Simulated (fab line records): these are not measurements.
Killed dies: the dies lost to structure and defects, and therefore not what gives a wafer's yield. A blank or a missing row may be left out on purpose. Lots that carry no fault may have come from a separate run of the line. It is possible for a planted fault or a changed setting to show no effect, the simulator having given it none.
fab line records ; flow n5Finfet
[record] lots = 7; wafers = 39
route steps=1938 shown FIN_SAQP@102 SD_EPI_N@288 HKMG_FIN@427
startH: the number of hours between the record's first day and the start of the first shown wafer of the lot ; waitH: hours since the lot's step before ; " as in the row above ; L1.1+2: a row that stands for several wafers ; - no value, or no start was given ; * or withheld: withheld ; < > ~ a bound
route shown NAME@n: names a module that has steps shown in the file, with the first one's number in the route ; usual: average and standard deviation across the fault-free wafers ; same: alike in all rows ; chamber/n: place in a boat ; sites: per-site readings ; _std_site: the standard deviation of these ; _edge_site: outer sites' mean less inner sites' ; radiusMm: for every site, how far away it sits from the centre of the wafer ; mask NAME#n: copy n ; behind: tool/chamber where the wafer was last shaped ; hold: the reason the lot was held/the length of the hold in hours/how it ended ; device: names the non-switching transistor (n, p or np) ; end of line: the route-end tests of the same wafers ; where a step has no rows: the recipe by itself ; killed: not the wafer's yield, but the dies lost to structure and defects at the first sort ; map: dies across one wafer; x = killed, . = not, _ = none there
set.NAME: setting as actually run; set.NAME@STEP: the setting as run at that earlier step ; model.NAME: the simulator's own value behind a step, which no gauge read
lots where settings were altered on purpose, with a table for each step and a row for each wafer
[[steps]]
[step N5_FIN_SAQP_HM_DEP_72]
[recipe] material = SiO2; targetThkA = 120; tempC = 400; precursor = SiH4/N2O; pressureTorr = 0.75; rfW = 275; timeS = 7.2
lot.wafer;tool;chamber;startH;waitH;set.targetThkA;model.SiO2_of_FIN_SAQP_HM_DEP_72.thkNm
L076.1;pecvd-04;1;33.08;0.0;134.2;13.22
L076.2;pecvd-04;0;33.08;0.0;120;11.76
L076.3;pecvd-04;2;33.08;0.0;134.2;13.09
L076.4;pecvd-04;1;33.08;0.0;134.2;13.3
L076.5;pecvd-04;2;33.08;0.0;120;11.91
L076.6;pecvd-04;0;33.08;0.0;120;12.13
L079.1;pecvd-03;0;51.54;0.0;120;11.78
L079.2;pecvd-03;2;51.54;0.0;120;12.03
L079.3;pecvd-03;1;51.54;0.0;120;11.77
L079.4;pecvd-03;2;51.54;0.0;120;11.96
L079.5;pecvd-03;0;51.54;0.0;120;11.75
L079.6;pecvd-03;1;51.54;0.0;120;11.95
L081.1;pecvd-03;2;63.63;0.0;103.4;10.26
L081.2;pecvd-03;0;63.63;0.0;120;11.66
L081.3;pecvd-03;1;63.63;0.0;103.4;10.24
L081.4;pecvd-03;0;63.63;0.0;103.4;10.15
L081.5;pecvd-03;2;63.63;0.0;120;11.92
L081.6;pecvd-03;1;63.63;0.0;120;11.76
L086.1;pecvd-04;1;96.74;0.0;120;11.84
L086.2;pecvd-04;0;96.74;0.0;120;11.97
L086.3;pecvd-04;2;96.74;0.0;120;11.82
L086.4;pecvd-04;0;96.74;0.0;134.1;13.52
L086.5;pecvd-04;2;96.74;0.0;134.1;13.54
L086.6;pecvd-04;1;96.74;0.0;134.1;13.27
L088.3;pecvd-03;1;104.94;0.0;120;11.83
L088.4;pecvd-03;1;104.94;0.0;120;12.13
L088.6;pecvd-03;2;104.94;0.0;120;12.15
L091.1;pecvd-04;0;123.23;0.0;120;11.72
L091.2;pecvd-04;2;123.23;0.0;132.5;13.12
L091.3;pecvd-04;1;123.23;0.0;132.5;12.75
L091.4;pecvd-04;1;123.23;0.0;120;11.75
L091.5;pecvd-04;0;123.23;0.0;120;12.02
L091.6;pecvd-04;2;123.23;0.0;132.5;12.99
L096.1;pecvd-03;1;153.57;0.0;112.7;11.36
L096.2;pecvd-03;0;153.57;0.0;120;11.5
L096.3;pecvd-03;2;153.57;0.0;112.7;11.19
L096.4;pecvd-03;0;153.57;0.0;120;11.87
L096.5;pecvd-03;1;153.57;0.0;112.7;11.44
L096.6;pecvd-03;2;153.57;0.0;120;12.11
[step N5_FIN_SAQP_COAT_49]
[recipe] resist = SOC; tempC = 250; timeS = 60; spinRpm = 1500; resistThkNm = 100
[step N5_FIN_SAQP_COAT_50]
[recipe] resist = SiARC; tempC = 220; timeS = 60; spinRpm = 1500; resistThkNm = 35
[step N5_FIN_SAQP_ETCH_52]
[recipe] chemistry = N2/H2; target = SOC; targetDepthA = 1000; overetchA = 200; maskMaterial = SiARC; tempC = 40; timeS = 150; ionEnergyEv = 200; pressureMtorr = 30; sourceW = 840; biasW = 150; n2FlowSccm = 200; h2FlowSccm = 200; ends = endPoint
[step N5_FIN_SAQP_STRIP_53]
[recipe] chemistry = N2/H2; tempC = 40; n2FlowSccm = 200; h2FlowSccm = 200; rfFrequencyHz = 6e+07
[step N5_FIN_SAQP_HM_OPEN_73]
[recipe] chemistry = CHF3/O2; target = SiO2; stopOn = a-Si; targetDepthA = 120; overEtchFrac = 1.8; maskMaterial = SOC; timeS = 16.8; pressureMtorr = 30; sourceW = 650; biasW = 170; Ar_flow_sccm = 200; CHF3_flow_sccm = 50; O2_flow_sccm = 5; ionEnergyEv = 200; ends = endPoint
lot.wafer;tool;chamber;startH;waitH;set.targetThkA@FIN_SAQP_HM_DEP_72;model.etch.depthNm
L076.1;rieDiel-03;0;33.69;0.0;134.2;13.22
L076.2;rieDiel-03;2;33.69;0.0;120;11.76
L076.3;rieDiel-03;3;33.69;0.0;134.2;13.09
L076.4;rieDiel-03;1;33.69;0.0;134.2;13.3
L076.5;rieDiel-03;3;33.69;0.0;120;11.91
L076.6;rieDiel-03;2;33.69;0.0;120;12.13
L079.1;rieDiel-04;2;52.34;0.0;120;11.78
L079.2;rieDiel-04;0;52.34;0.0;120;12.03
L079.3;rieDiel-04;1;52.34;0.0;120;11.77
L079.4;rieDiel-04;3;52.34;0.0;120;11.96
L079.5;rieDiel-04;3;52.34;0.0;120;11.75
L079.6;rieDiel-04;2;52.34;0.0;120;11.95
L081.1;rieDiel-03;1;64.60;0.0;103.4;10.26
L081.2;rieDiel-03;3;64.60;0.0;120;11.66
L081.3;rieDiel-03;0;64.60;0.0;103.4;10.24
L081.4;rieDiel-03;3;64.60;0.0;103.4;10.15
L081.5;rieDiel-03;0;64.60;0.0;120;11.92
L081.6;rieDiel-03;1;64.60;0.0;120;11.76
L086.1;rieDiel-03;2;97.51;0.0;120;11.84
L086.2;rieDiel-03;3;97.51;0.0;120;11.97
L086.3;rieDiel-03;0;97.51;0.0;120;11.82
L086.4;rieDiel-03;1;97.51;0.0;134.1;13.52
L086.5;rieDiel-03;1;97.51;0.0;134.1;13.54
L086.6;rieDiel-03;2;97.51;0.0;134.1;13.27
L088.3;rieDiel-02;2;105.55;0.0;120;11.83
L088.4;rieDiel-02;3;105.55;0.0;120;12.13
L088.6;rieDiel-02;1;105.55;0.0;120;12.15
L091.1;rieDiel-03;3;123.97;0.0;120;11.72
L091.2;rieDiel-03;2;123.97;0.0;132.5;13.12
L091.3;rieDiel-03;1;123.97;0.0;132.5;12.75
L091.4;rieDiel-03;0;123.97;0.0;120;11.75
L091.5;rieDiel-03;2;123.97;0.0;120;12.02
L091.6;rieDiel-03;3;123.97;0.0;132.5;12.99
L096.1;rieDiel-02;3;154.33;0.0;112.7;11.36
L096.2;rieDiel-02;0;154.33;0.0;120;11.5
L096.3;rieDiel-02;2;154.33;0.0;112.7;11.19
L096.4;rieDiel-02;1;154.33;0.0;120;11.87
L096.5;rieDiel-02;2;154.33;0.0;112.7;11.44
L096.6;rieDiel-02;3;154.33;0.0;120;12.11
[step N5_SD_EPI_N_EPI_21]
[recipe] material = Si:P; dopant = P; tempC = 680; pressureTorr = 255; timeS = 690
lot.wafer;tool;chamber;startH;waitH;set.pressureTorr;model.Si-P_of_SD_EPI_N_EPI_21.thkNm
L076.1+2+6;epiRpcvd-01;0;63.88;0.1;231.7;55.8
L076.3+5;epiRpcvd-01;0;63.88;0.1;231.7;55.6
L076.4;epiRpcvd-01;0;63.88;0.1;231.7;56
L079.1+3;epiRpcvd-01;0;80.09;0.1;272.2;60.4
L079.2+5;epiRpcvd-01;0;80.09;0.1;272.2;60.2
L079.4;epiRpcvd-01;0;80.09;0.1;272.2;59.6
L079.6;epiRpcvd-01;0;80.09;0.1;272.2;60
L081.1;epiRpcvd-02;0;92.70;0.2;255;58.6
L081.2;epiRpcvd-02;0;92.70;0.2;255;57
L081.3;epiRpcvd-02;0;92.70;0.2;255;58
L081.4;epiRpcvd-02;0;92.70;0.2;255;57.6
L081.5;epiRpcvd-02;0;92.70;0.2;255;57.4
L081.6;epiRpcvd-02;0;92.70;0.2;255;57.8
L086.1+4;epiRpcvd-02;0;127.45;0.1;255;60.8
L086.2;epiRpcvd-02;0;127.45;0.1;255;61.2
L086.3+6;epiRpcvd-02;0;127.45;0.1;255;60.4
L086.5;epiRpcvd-02;0;127.45;0.1;255;59.8
L088.3;epiRpcvd-01;0;134.00;0.7;255;60.2
L088.4;epiRpcvd-01;0;134.00;0.7;255;59.8
L088.6;epiRpcvd-01;0;134.00;0.7;255;60
L091.1+2;epiRpcvd-01;0;152.56;0.2;214.9;55.2
L091.3+4;epiRpcvd-01;0;152.56;0.2;214.9;55.6
L091.5;epiRpcvd-01;0;152.56;0.2;214.9;54.4
L091.6;epiRpcvd-01;0;152.56;0.2;214.9;56
L096.1;epiRpcvd-01;0;183.66;0.2;241.2;57.6
L096.2;epiRpcvd-01;0;183.66;0.2;241.2;58.2
L096.3+6;epiRpcvd-01;0;183.66;0.2;241.2;57.8
L096.4;epiRpcvd-01;0;183.66;0.2;241.2;57
L096.5;epiRpcvd-01;0;183.66;0.2;241.2;56.6
[step N5_HKMG_FIN_EXPOSE_09]
[recipe] maskId = NWFM; na = 1.35; sourceShape = conventional; sigmaOuter = 0.8; polarization = unpolarized; doseMj = 39.25
lot.wafer;tool;chamber;startH;waitH;mask;set.doseMj
L076.1+3+6;arfiScanner-02;0;87.68;-;NWFM#0;39.25
L076.2+4+5;arfiScanner-02;0;87.68;-;NWFM#0;37.38
L079.1+2+4;arfiScanner-03;0;104.28;-;NWFM#0;39.25
L079.3+5+6;arfiScanner-03;0;104.28;-;NWFM#0;38.32
L081.1+2+4;arfiScanner-01;0;117.26;-;NWFM#0;37.91
L081.3+5+6;arfiScanner-01;0;117.26;-;NWFM#0;39.25
L086.1+4+5;arfiScanner-03;0;152.36;-;NWFM#0;39.25
L086.2+3+6;arfiScanner-03;0;152.36;-;NWFM#0;42.37
L088.3+4+6;arfiScanner-01;0;156.56;-;NWFM#0;39.25
L091.1+2+3+4+5+6;arfiScanner-01;0;175.86;-;NWFM#0;39.25
L096.1+2+4;arfiScanner-02;0;208.23;-;NWFM#0;40.66
L096.3+5+6;arfiScanner-02;0;208.23;-;NWFM#0;39.25
[step N5_HKMG_FIN_PEB_10]
[recipe] pebTempC = withheld; pebTimeS = 60; resist = CAR-ArF
[step N5_HKMG_FIN_DEVELOP_11]
[recipe] developTimeS = 30; developer = TMAH; resist = CAR-ArF; devTempC = 23; rinseLiquid = diw; dry = airSpin
[step N5_HKMG_FIN_CD_MEAS_12]
[recipe] targetCdNm = 92.8; landingEnergyEv = 500; detector = seInlens
[usual] cdNm = 92.9/0.54
lot.wafer;tool;chamber;startH;waitH;set.doseMj@HKMG_FIN_EXPOSE_09;cdNm
L076.1;cdSem-03;0;87.81;-;39.25;93.2
L076.2;cdSem-03;0;87.81;-;37.38;90.1
L076.3;cdSem-03;0;87.81;-;39.25;93.2
L076.4;cdSem-03;0;87.81;-;37.38;90.0
L076.5;cdSem-03;0;87.81;-;37.38;90.5
L076.6;cdSem-03;0;87.81;-;39.25;94.3
L079.1;cdSem-02;0;104.40;-;39.25;93.6
L079.2;cdSem-02;0;104.40;-;39.25;92.2
L079.3;cdSem-02;0;104.40;-;38.32;91.1
L079.4;cdSem-02;0;104.40;-;39.25;93.1
L079.5;cdSem-02;0;104.40;-;38.32;91.1
L079.6;cdSem-02;0;104.40;-;38.32;90.8
L081.1;cdSem-03;0;117.38;-;37.91;90.1
L081.2;cdSem-03;0;117.38;-;37.91;90.2
L081.3;cdSem-03;0;117.38;-;39.25;92.3
L081.4;cdSem-03;0;117.38;-;37.91;90.0
L081.5;cdSem-03;0;117.38;-;39.25;93.1
L081.6;cdSem-03;0;117.38;-;39.25;92.6
L086.1;cdSem-01;0;152.48;-;39.25;93.1
L086.2;cdSem-01;0;152.48;-;42.37;97.3
L086.3;cdSem-01;0;152.48;-;42.37;97.5
L086.4;cdSem-01;0;152.48;-;39.25;92.5
L086.5;cdSem-01;0;152.48;-;39.25;92.3
L086.6;cdSem-01;0;152.48;-;42.37;97.3
L088.3;cdSem-02;0;156.67;-;39.25;92.3
L088.4;cdSem-02;0;156.67;-;39.25;93.0
L088.6;cdSem-02;0;156.67;-;39.25;93.0
L091.1;cdSem-02;0;175.99;-;39.25;93.5
L091.2;cdSem-02;0;175.99;-;39.25;92.8
L091.3;cdSem-02;0;175.99;-;39.25;93.8
L091.4;cdSem-02;0;175.99;-;39.25;92.8
L091.5;cdSem-02;0;175.99;-;39.25;92.5
L091.6;cdSem-02;0;175.99;-;39.25;93.5
L096.1;cdSem-03;0;208.35;-;40.66;95.5
L096.2;cdSem-03;0;208.35;-;40.66;95.4
L096.3;cdSem-03;0;208.35;-;39.25;93.3
L096.4;cdSem-03;0;208.35;-;40.66;95.7
L096.5;cdSem-03;0;208.35;-;39.25;92.8
L096.6;cdSem-03;0;208.35;-;39.25;94.0
[step N5_HKMG_FIN_ETCH_31]
[recipe] chemistry = CF4; target = SiARC; targetDepthA = 455; maskMaterial = CAR-ArF; timeS = 75.8; ionEnergyEv = 80; pressureMtorr = 40; sourceW = 545; biasW = 36; Ar_flow_sccm = 100; cf4FlowSccm = 100; ends = cleared
[usual] rfVppV = 183.8/1.2
lot.wafer;tool;chamber;startH;waitH;set.biasW;rfVppV
L076.1;rieDiel-04;1;87.93;0.0;36;183.9
L076.2;rieDiel-04;0;87.93;0.0;36;182.9
L076.3;rieDiel-04;3;87.93;0.0;36;185.1
L076.4;rieDiel-04;2;87.93;0.0;36;184.5
L076.5;rieDiel-04;3;87.93;0.0;36;186.0
L076.6;rieDiel-04;2;87.93;0.0;36;184.1
L079.1;rieDiel-04;1;104.84;0.0;36;182.5
L079.2;rieDiel-04;2;104.84;0.0;31.14;167.7
L079.3;rieDiel-04;0;104.84;0.0;31.14;165.8
L079.4;rieDiel-04;2;104.84;0.0;36;183.0
L079.5;rieDiel-04;0;104.84;0.0;31.14;166.1
L079.6;rieDiel-04;1;104.84;0.0;36;182.5
L081.1;rieDiel-03;0;117.51;0.0;36;183.9
L081.2;rieDiel-03;1;117.51;0.0;36;183.6
L081.3;rieDiel-03;2;117.51;0.0;36;186.2
L081.4;rieDiel-03;3;117.51;0.0;36;184.7
L081.5;rieDiel-03;0;117.51;0.0;36;183.1
L081.6;rieDiel-03;1;117.51;0.0;36;183.3
L086.1;rieDiel-03;3;152.60;0.0;36;183.3
L086.2;rieDiel-03;2;152.60;0.0;36;183.3
L086.3;rieDiel-03;1;152.60;0.0;36;184.9
L086.4;rieDiel-03;0;152.60;0.0;36;183.5
L086.5;rieDiel-03;0;152.60;0.0;36;183.6
L086.6;rieDiel-03;3;152.60;0.0;36;183.6
L088.3;rieDiel-03;0;156.81;0.0;36;183.8
L088.4;rieDiel-03;1;156.81;0.0;36;183.8
L088.6;rieDiel-03;0;156.81;0.0;36;181.9
L091.1;rieDiel-02;2;176.11;0.0;36;184.0
L091.2;rieDiel-02;1;176.11;0.0;29.61;161.3
L091.3;rieDiel-02;3;176.11;0.0;29.61;164.2
L091.4;rieDiel-02;0;176.11;0.0;29.61;160.4
L091.5;rieDiel-02;3;176.11;0.0;36;185.1
L091.6;rieDiel-02;0;176.11;0.0;36;183.4
L096.1;rieDiel-03;3;208.61;0.0;36;183.1
L096.2;rieDiel-03;0;208.61;0.0;29.7;160.8
L096.3;rieDiel-03;2;208.61;0.0;29.7;162.3
L096.4;rieDiel-03;1;208.61;0.0;36;185.6
L096.5;rieDiel-03;2;208.61;0.0;29.7;162.4
L096.6;rieDiel-03;3;208.61;0.0;36;182.0
[[key]]
[split] step = N5_FIN_SAQP_HM_DEP_72; setting = targetThkA; stated = 120; by = wafer
[response] step = N5_FIN_SAQP_HM_DEP_72; reading = model.SiO2_of_FIN_SAQP_HM_DEP_72.thkNm; change = +0.113; per = 1%; r = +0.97
[response] step = N5_FIN_SAQP_HM_OPEN_73; reading = model.etch.depthNm; change = +0.113; per = 1%; r = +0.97
[split] step = N5_SD_EPI_N_EPI_21; setting = pressureTorr; stated = 255; by = lot
[response] step = N5_SD_EPI_N_EPI_21; reading = model.Si-P_of_SD_EPI_N_EPI_21.thkNm; change = +0.248; per = 1%; r = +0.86
[split] step = N5_HKMG_FIN_EXPOSE_09; setting = doseMj; stated = 39.25; by = wafer
[response] step = N5_HKMG_FIN_CD_MEAS_12; reading = cdNm; change = +0.641; per = 1%; r = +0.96
[split] step = N5_HKMG_FIN_ETCH_31; setting = biasW; stated = 36; by = wafer
[response] step = N5_HKMG_FIN_ETCH_31; reading = rfVppV; change = +1.23; per = 1%; r = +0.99
